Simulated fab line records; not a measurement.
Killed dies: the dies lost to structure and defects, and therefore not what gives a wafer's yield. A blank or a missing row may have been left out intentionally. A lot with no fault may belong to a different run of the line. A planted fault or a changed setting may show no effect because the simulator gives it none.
The tool behind it: which one? | flow nandHarc | route of 1159 steps, sampled at 1 step: 6 lots, 18 wafers

WHAT THE GAUGES READ, wafer by wafer
NHARC_A_SIN_REMOVE_INSPECT_04.
lot  | measured     | on               | rawDefectCount
L607 | day 15 11:22 | defectInspect-01 | 294 359 331
L611 | day 15 11:22 | defectInspect-01 | 191 282 229
L610 | day 15 16:07 | defectInspect-02 | 202 247 187
L624 | day 19 11:48 | defectInspect-02 | 403 238 243
L629 | day 21 15:43 | defectInspect-02 | 317 302 289
L627 | day 22 05:06 | defectInspect-02 | 255 287 214

WHAT TOOL EACH LOT RAN ON (gives the tool, then ch and the chambers of the sampled wafers, and finally the start)
Before these readings, the record contains no process step.

THE ANSWER, worked out from the rows above alone
Rule: what is usual is taken from the lots themselves. The widest of any qualifying gaps counts: lots, ordered by their means at a reading, are off when they make up no more than a third of the lots, leave a main group of 4 or more, and stand apart from it by 3 or more times the standard deviation of that group's means. The tables above print the reading to a certain number of digits; a main group whose means all agree to those digits is not used. A lot without any number at a reading at which 4 lots or more have one is off too. All remaining lots with rows at the step are treated as sound.
No lot is off at any reading shown: from this, nothing can be told.

WHAT WAS PUT IN BY THE SIMULATOR
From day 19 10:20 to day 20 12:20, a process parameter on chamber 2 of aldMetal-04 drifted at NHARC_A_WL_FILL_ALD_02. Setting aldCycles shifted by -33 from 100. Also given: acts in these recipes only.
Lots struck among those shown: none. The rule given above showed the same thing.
